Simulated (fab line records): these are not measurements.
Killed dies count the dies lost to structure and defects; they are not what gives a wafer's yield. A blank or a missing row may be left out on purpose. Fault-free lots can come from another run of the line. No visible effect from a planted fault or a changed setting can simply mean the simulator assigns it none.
Chamber matching | flow n5_finfet | N5_BEOL_M4_DEP_57 on pecvd-03: 3 sister chambers
The step deposits SiCN from 3MS/NH3, target thk 8 nm, time 14 s. 6 wafers are shown with their chamber, then 10 later ones without.

== WAFERS PAIRED WITH THEIR CHAMBERS ==
wafer  | chamber | showerhead_plenum_p_Torr (Torr) | throttle_valve_pct (%)
L087.1 | 0       | 3.691                           | 9.33
L087.4 | 0       | 3.693                           | 9.44
L088.4 | 2       | 3.640                           | 8.75
L088.5 | 1       | 3.672                           | 9.23
L094.1 | 2       | 3.641                           | 8.83
L094.2 | 1       | 3.669                           | 9.22

== WAFERS WHOSE CHAMBER IS MISSING ==
wafer  | showerhead_plenum_p_Torr (Torr) | throttle_valve_pct (%)
L094.4 | 3.668                           | 9.07
L093.1 | 3.640                           | 8.29
L093.2 | 3.689                           | 9.16
L093.4 | 3.694                           | 9.23
L095.2 | 3.645                           | 8.79
L095.3 | 3.695                           | 9.26
L095.4 | 3.675                           | 9.34
L096.3 | 3.641                           | 8.84
L096.5 | 3.635                           | 9.11
L096.6 | 3.671                           | 9.25

== WHICH CHAMBER EACH ONE RAN IN ==
wafer  | from the rows above | in truth
L094.4 | 1                   | 1
L093.1 | 2                   | 2
L093.2 | 0                   | 0
L093.4 | 0                   | 0
L095.2 | 2                   | 2
L095.3 | 0                   | 0
L095.4 | 1                   | 1
L096.3 | 2                   | 2
L096.5 | 2                   | 2
L096.6 | 1                   | 1
Placed correctly: 10 of 10. From these rows, 0 cannot be placed. Wrongly placed: 0.
How it was worked out, from the rows above alone: a wafer's distance from a chamber is the root of the sum, over the readings, of the square of ((its reading less the chamber's mean) divided by the reading's scatter). If the next closest chamber is less than 2 further off than the closest, the wafer can't be placed; otherwise it belongs to the closest. The mean given for a chamber averages the wafers shown for that chamber. The scatter: take each reading less its chamber's mean, square it, sum over the shown wafers, divide by the number of wafers less the number of chambers, and take the root.
